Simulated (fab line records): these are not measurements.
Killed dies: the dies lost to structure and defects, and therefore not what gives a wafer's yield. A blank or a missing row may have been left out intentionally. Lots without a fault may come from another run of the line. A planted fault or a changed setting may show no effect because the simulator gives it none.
A sampling plan put to the test -- flow nand harc -- 31 faults told of in these records, all on one fab line, each judged by the records of the lots it struck
The plan consists of the line's own looks: route steps at which the wafer is read by a gauge or an inspection but not changed. Where struck wafers have a number at a look and the file lists that look's usual mean and standard deviation on fault-free wafers, the look can be judged. Caught: the struck wafers' mean, at a look after the fault's first step, is 4 or more of those standard deviations (sigma) away from the usual mean. On the tool: the test repeated on the tool's own readings taken at the fault's steps. If the struck wafers alone have a blank record, or they carry another recipe, that too counts as caught.

THE FAULTS, as the simulator had put them in
1. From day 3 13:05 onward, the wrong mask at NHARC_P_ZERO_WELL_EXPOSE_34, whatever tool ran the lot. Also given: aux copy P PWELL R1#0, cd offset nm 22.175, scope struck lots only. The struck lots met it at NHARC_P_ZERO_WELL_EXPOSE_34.
2. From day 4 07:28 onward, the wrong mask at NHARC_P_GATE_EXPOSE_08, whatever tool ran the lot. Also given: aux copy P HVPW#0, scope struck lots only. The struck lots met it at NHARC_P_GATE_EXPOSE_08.
3. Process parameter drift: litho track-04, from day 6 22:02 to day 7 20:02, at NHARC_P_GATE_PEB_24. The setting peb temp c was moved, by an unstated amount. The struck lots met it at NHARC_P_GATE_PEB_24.
4. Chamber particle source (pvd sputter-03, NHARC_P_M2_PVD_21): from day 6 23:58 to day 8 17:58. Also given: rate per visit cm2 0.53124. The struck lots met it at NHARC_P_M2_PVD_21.
5. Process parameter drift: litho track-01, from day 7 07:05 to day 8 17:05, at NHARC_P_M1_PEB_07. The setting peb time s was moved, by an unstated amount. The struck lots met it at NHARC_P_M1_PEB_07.
6. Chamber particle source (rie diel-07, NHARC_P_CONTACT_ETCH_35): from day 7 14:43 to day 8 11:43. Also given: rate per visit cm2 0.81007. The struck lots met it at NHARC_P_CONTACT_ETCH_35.
7. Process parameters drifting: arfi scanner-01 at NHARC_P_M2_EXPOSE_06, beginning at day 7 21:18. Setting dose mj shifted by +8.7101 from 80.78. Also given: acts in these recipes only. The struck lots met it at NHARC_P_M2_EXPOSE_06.
8. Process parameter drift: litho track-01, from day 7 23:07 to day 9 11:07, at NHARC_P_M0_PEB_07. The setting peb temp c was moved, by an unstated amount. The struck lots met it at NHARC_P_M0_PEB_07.
9. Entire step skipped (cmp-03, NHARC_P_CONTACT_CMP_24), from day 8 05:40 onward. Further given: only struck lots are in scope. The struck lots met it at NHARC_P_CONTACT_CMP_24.
10. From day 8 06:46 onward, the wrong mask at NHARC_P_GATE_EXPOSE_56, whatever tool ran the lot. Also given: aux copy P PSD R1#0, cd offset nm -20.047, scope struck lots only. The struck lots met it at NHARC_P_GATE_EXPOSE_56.
11. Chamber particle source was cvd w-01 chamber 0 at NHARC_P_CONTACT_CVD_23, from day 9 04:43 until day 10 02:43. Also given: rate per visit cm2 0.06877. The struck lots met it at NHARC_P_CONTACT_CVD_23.
12. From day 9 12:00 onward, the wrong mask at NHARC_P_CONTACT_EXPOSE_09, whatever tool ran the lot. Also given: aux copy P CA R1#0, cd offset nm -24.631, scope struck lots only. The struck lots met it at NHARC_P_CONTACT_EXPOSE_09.
13. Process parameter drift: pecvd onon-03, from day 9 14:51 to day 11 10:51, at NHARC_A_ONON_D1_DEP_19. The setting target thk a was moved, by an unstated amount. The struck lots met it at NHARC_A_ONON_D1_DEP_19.
14. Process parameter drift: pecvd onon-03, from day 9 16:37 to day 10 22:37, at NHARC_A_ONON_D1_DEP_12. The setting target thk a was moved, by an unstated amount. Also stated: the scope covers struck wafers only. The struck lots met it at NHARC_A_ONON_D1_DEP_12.
15. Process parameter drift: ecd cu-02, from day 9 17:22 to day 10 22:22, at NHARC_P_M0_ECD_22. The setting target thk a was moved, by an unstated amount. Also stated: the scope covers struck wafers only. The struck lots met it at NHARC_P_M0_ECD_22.
16. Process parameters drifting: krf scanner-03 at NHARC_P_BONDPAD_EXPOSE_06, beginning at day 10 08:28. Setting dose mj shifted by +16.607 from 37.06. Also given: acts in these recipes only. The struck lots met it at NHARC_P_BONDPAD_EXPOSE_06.
17. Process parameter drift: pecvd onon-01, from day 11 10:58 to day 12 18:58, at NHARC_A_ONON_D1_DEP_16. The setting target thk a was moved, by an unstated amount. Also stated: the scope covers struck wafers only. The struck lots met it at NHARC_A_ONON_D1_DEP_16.
18. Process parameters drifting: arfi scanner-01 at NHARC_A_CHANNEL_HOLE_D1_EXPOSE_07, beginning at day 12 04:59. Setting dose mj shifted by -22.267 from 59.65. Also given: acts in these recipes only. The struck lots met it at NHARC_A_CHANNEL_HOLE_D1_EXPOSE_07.
19. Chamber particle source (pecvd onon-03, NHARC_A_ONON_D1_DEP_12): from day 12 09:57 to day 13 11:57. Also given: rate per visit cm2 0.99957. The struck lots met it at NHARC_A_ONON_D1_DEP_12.
20. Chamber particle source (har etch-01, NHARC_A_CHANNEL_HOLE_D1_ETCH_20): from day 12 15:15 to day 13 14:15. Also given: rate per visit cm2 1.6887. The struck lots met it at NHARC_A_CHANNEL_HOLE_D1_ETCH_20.
21. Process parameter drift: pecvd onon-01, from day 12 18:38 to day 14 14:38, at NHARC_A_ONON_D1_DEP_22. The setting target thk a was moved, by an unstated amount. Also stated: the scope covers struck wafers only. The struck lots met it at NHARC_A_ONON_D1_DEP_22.
22. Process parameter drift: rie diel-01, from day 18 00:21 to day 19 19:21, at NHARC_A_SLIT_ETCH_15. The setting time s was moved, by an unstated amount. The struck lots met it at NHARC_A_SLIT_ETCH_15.
23. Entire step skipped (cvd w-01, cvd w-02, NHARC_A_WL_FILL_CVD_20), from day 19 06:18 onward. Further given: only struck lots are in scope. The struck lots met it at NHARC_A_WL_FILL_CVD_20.
24. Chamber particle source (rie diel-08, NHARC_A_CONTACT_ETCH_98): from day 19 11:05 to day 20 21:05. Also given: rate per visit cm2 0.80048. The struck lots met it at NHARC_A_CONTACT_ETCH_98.
25. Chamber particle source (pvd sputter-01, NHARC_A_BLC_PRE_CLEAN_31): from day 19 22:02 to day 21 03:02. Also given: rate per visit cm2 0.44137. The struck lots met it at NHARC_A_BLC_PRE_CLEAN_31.
26. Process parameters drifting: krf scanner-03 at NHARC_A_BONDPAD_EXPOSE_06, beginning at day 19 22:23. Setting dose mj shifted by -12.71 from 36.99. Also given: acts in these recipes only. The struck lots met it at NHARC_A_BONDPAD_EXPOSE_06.
27. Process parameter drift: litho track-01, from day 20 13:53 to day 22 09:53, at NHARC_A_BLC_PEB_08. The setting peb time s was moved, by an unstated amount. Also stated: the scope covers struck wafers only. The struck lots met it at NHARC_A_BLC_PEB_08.
28. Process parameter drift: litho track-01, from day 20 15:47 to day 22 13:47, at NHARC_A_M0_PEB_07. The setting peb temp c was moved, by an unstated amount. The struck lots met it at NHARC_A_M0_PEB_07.
29. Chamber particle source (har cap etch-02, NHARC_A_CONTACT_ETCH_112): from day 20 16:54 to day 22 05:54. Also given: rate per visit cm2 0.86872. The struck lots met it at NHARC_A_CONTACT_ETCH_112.
30. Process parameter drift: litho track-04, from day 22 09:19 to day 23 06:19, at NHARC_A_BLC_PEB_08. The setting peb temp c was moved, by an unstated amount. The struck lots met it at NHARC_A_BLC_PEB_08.
31. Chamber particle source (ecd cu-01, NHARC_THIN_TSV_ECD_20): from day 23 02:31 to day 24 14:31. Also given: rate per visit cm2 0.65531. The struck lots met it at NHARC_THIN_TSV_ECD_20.

WHAT THE PLAN SAW
fault,on the tool itself,first look that catches it,"reading, sigma",median hours from its first step to that look,hours from the fault's start to the first struck lot there,judged looks passed uncaught
1,no reading that can be judged,NHARC_P_ZERO_WELL_CD_MEAS_37,cd nm +19,0.2,3,0
2,under 2 sigma,not the one look that can be judged after it,-,-,-,1
3,plate temp C -17 sigma,NHARC_P_GATE_CD_MEAS_26,cd nm +20,0.1,8,0
4,under 2 sigma,NHARC_END_SORT_01,killed at periphery +35,321.4,326,0
5,heater power total W +99 or beyond sigma,NHARC_P_M1_CD_MEAS_09,cd nm -85,0.1,13,0
6,under 2 sigma,NHARC_END_SORT_01,killed at periphery +31,328.8,338,0
7,exposure dose mJ cm2 +99 or beyond sigma,NHARC_P_M2_CD_MEAS_09,cd nm +10,0.1,3,0
8,plate temp C +41 sigma,NHARC_P_M0_CD_MEAS_09,cd nm +26,0.1,8,0
9,the tool's record is blank for the struck wafers,NHARC_P_CONTACT_INSPECT_27,raw defect count +19,0.4,1,0
10,no reading that can be judged,NHARC_P_GATE_CD_MEAS_59,cd nm -13,0.2,6,0
11,under 2 sigma,NHARC_END_SORT_01,killed at periphery +10,320.3,322,0
12,no reading that can be judged,NHARC_P_CONTACT_CD_MEAS_12,cd nm -51,0.1,8,0
13,under 2 sigma,NHARC_A_ONON_D1_THK_MEAS_21,thk nm +93,0.4,0,0
14,no reading that can be judged,NHARC_A_ONON_D1_THK_MEAS_14,thk nm -38,0.5,19,0
15,no reading that can be judged,no look after it can be judged,-,-,-,0
16,exposure dose mJ cm2 +99 or beyond sigma,NHARC_P_BONDPAD_CD_MEAS_09,cd nm +10,0.2,7,0
17,no reading that can be judged,NHARC_A_ONON_D1_THK_MEAS_18,thk nm +8.0,0.5,8,0
18,exposure dose mJ cm2 -99 or beyond sigma,NHARC_A_CHANNEL_HOLE_D1_CD_MEAS_10,cd nm -41,0.1,5,0
19,no reading that can be judged,NHARC_END_SORT_01,killed at array +8.6,286.0,294,1
20,under 2 sigma,NHARC_A_CHANNEL_HOLE_D1_INSPECT_40,raw defect count +57,5.5,10,0
21,no reading that can be judged,NHARC_A_ONON_D1_THK_MEAS_24,thk nm +99 or beyond,0.5,7,0
22,run length s -99 or beyond sigma,no look after it can be judged,-,-,-,0
23,the tool's record is blank for the struck wafers,no look after it can be judged,-,-,-,0
24,under 2 sigma,NHARC_END_SORT_01,killed at array +8.0,57.4,62,1
25,no reading that can be judged,NHARC_END_SORT_01,killed at array +4.1,47.9,54,2
26,exposure dose mJ cm2 -99 or beyond sigma,NHARC_A_BONDPAD_CD_MEAS_09,cd nm -7.2,0.1,11,0
27,no reading that can be judged,NHARC_A_BLC_CD_MEAS_10,cd nm +9.8,0.1,0,0
28,plate temp C +20 sigma,NHARC_A_M0_CD_MEAS_09,cd nm +16,0.1,4,0
29,no reading that can be judged,NHARC_END_SORT_01,killed at array +4.3,72.6,87,0
30,plate temp C -5.4 sigma,NHARC_A_BLC_CD_MEAS_10,cd nm -5.1,0.1,2,0
31,no reading that can be judged,NHARC_END_SORT_01,killed at other +99 or beyond,11.8,17,1
A dash: the fault isn't caught, or these records don't give the number.

Caught at a look: 27 of 31. Caught on the tool: 12 of 31. By one or the other: 29 of 31.
Caught on the tool alone: faults 22, 23.
Caught at a look alone: faults 1, 4, 6, 10, 11, 12, 13, 14, 17, 19, 20, 21, 24, 25, 27, 29, 31.
Caught by neither: faults 2, 15.

THINNER SAMPLING
Were the look that catches a fault to measure just every second or every third lot (counted by lot number), the first struck lot would, at worst, be measured this late:
fault,"struck lots at that look, in order of time",every lot,every second lot,every third lot
1,L515,3 h,may miss it,may miss it
3,"L920, L919",8 h,9 h,may miss all 2
4,"L734, L737",326 h,336 h,may miss all 2
5,"L980, L982",13 h,may miss all 2,may miss all 2
6,"L552, L553",338 h,346 h,may miss all 2
7,"L229, L230",3 h,18 h,may miss all 2
8,"L171, L174",8 h,25 h,may miss all 2
9,"L967, L969",1 h,may miss all 2,may miss all 2
10,L864,6 h,may miss it,may miss it
11,"L710, L709, L712",322 h,328 h,may miss all 3
12,L851,8 h,may miss it,may miss it
13,"L428, L427, L433",0 h,1 h,may miss all 3
14,"L448, L450",19 h,may miss all 2,may miss all 2
16,"L182, L187",7 h,27 h,may miss all 2
17,"L953, L955, L956",8 h,24 h,may miss all 3
18,"L324, L327, L328",5 h,13 h,may miss all 3
19,"L292, L293",294 h,295 h,may miss all 2
20,"L683, L685",10 h,may miss all 2,may miss all 2
21,"L424, L426",7 h,may miss all 2,may miss all 2
24,"L805, L807",62 h,may miss all 2,may miss all 2
25,"L336, L337",54 h,59 h,may miss all 2
26,"L442, L444, L448",11 h,may miss all 3,may miss all 3
27,"L148, L150, L149",0 h,6 h,6 h
28,"L449, L450",4 h,22 h,may miss all 2
29,"L343, L344, L346",87 h,95 h,may miss all 3
30,"L909, L911",2 h,may miss all 2,may miss all 2
31,"L487, L486",17 h,17 h,may miss all 2
Hours: fault start to first struck lot measured. The limit of 4 sigma was tested on all struck wafers together, so one lot alone may lie under it. Other struck lots may not be in these records.

THE LONGEST TIMED WAY FROM STEP TO LOOK
In fault 6, a median of 328.8 hours elapses between NHARC_P_CONTACT_ETCH_35 and NHARC_END_SORT_01. No look between them can be judged.
